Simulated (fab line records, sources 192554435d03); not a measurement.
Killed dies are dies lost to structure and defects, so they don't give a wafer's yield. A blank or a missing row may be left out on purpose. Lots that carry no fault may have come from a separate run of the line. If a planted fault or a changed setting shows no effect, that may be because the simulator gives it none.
Code-filled problem report in 8D (eight disciplines) form | flow n5-finfet | the parts of the form that need people (team, actions taken, sign-off) are left out

## 1. THE PROBLEM
At N5_BEOL_M7_SPUTTER_48, cathode-dc-power-W averages 32026 W over 6 wafers from 2 lots, while fault-free wafers read 25999 W, standard deviation 5. So: +99 or more standard deviations from the usual mean.
The step: material Cu, target thk 10 nm, time 1.667 s.
Seen first at day 15 13:27 on pvd-sputter-02, wafer L557.3. Wafers with a number at this step in the record: 33, from 11 lots. By rule, "out" or "out of limits" means more than 4 standard deviations away from the usual mean. The other wafers with a number count as sound.

## 2. WHAT IT IS AND WHAT IT IS NOT
question                    | is                     | is not
which readings at this step | cathode-dc-power-W     | chamber-pressure-pa, throttle-valve-pct
which lots                  | L557, L562             | L545, L547, L552, L553, L554, L555, L566, L567, L568
which wafers of those lots  | all that have a number | -
read on which tools         | pvd-sputter-02         | pvd-sputter-01, pvd-sputter-03
when                        | from day 15 13:27      | up to then (18 sound wafers); but 9 sound wafers of L566, L567, L568 came after

## 3. THE SUSPECTS, EACH WITH WHAT RULES IT OUT
Counting: any tool at a process step up to the reading is kept as a suspect provided that every lot that is out went through it and no sound lot did after the first of them.
- rie-diel-06 at N5_BEOL_M7_ETCH_41 (etches SiCN in CH3F/O2, target depth 31.9 nm, time 57.8 s): kept. It processed each lot that is out, first L557 at day 15 10:44, and no sound lot thereafter; up to then, the last sound lot it processed was L553 at day 14 03:29. Because N5_BEOL_M7_ETCH_41 lacks a start for some lots, the hours and order of its lots are taken from N5_BEOL_M7_CURE_75.
- pvd-sputter-02 at N5_BEOL_M7_SPUTTER_48 (material Cu, target thk 10 nm, time 1.667 s): kept. It processed each lot that is out, first L557 at day 15 13:27, and no sound lot thereafter; up to then, the last sound lot it processed was L555 at day 14 00:13. Out on those wafers are its own readings of cathode-dc-power-W.
What counting leaves: rie-diel-06 at N5_BEOL_M7_ETCH_41 and pvd-sputter-02 at N5_BEOL_M7_SPUTTER_48.

## 4. THE CAUSE (what the simulator had put in)
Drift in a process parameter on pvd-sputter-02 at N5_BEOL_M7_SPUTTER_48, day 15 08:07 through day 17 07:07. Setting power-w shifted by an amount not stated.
After counting, 2 suspects remain, this tool included.

## 5. THE CHAIN OF EFFECTS, in route order
Rows list readings where the struck wafers' mean (over those with a number) sits beyond 3 standard deviations from the usual. Only readings whose record carries a usual standard deviation are examined. hours: median over the lots of the time between each lot's start at the first step of this table that gives one and its start at this step. sigmas: the change, counted in usual standard deviations.
hours | step                  | reading            | usual   | on struck wafers | change | sigmas
0     | N5_BEOL_M7_SPUTTER_48 | cathode-dc-power-W | 25999 W | 32026            | +6027  | +99 or more
It contains these process steps:
- N5_BEOL_M7_SPUTTER_48: material Cu, target thk 10 nm, time 1.667 s.
At these later measuring or inspecting steps, every struck wafer for which the step has a row has a number for every such reading, and none has moved that far: N5_BEOL_M7_RS_MEAS_57.

## 6. WHAT WOULD HAVE CAUGHT IT SOONER
5 hours passed between the start of the fault at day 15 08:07 and the first reading out of limits in this record, taken at day 15 13:27.
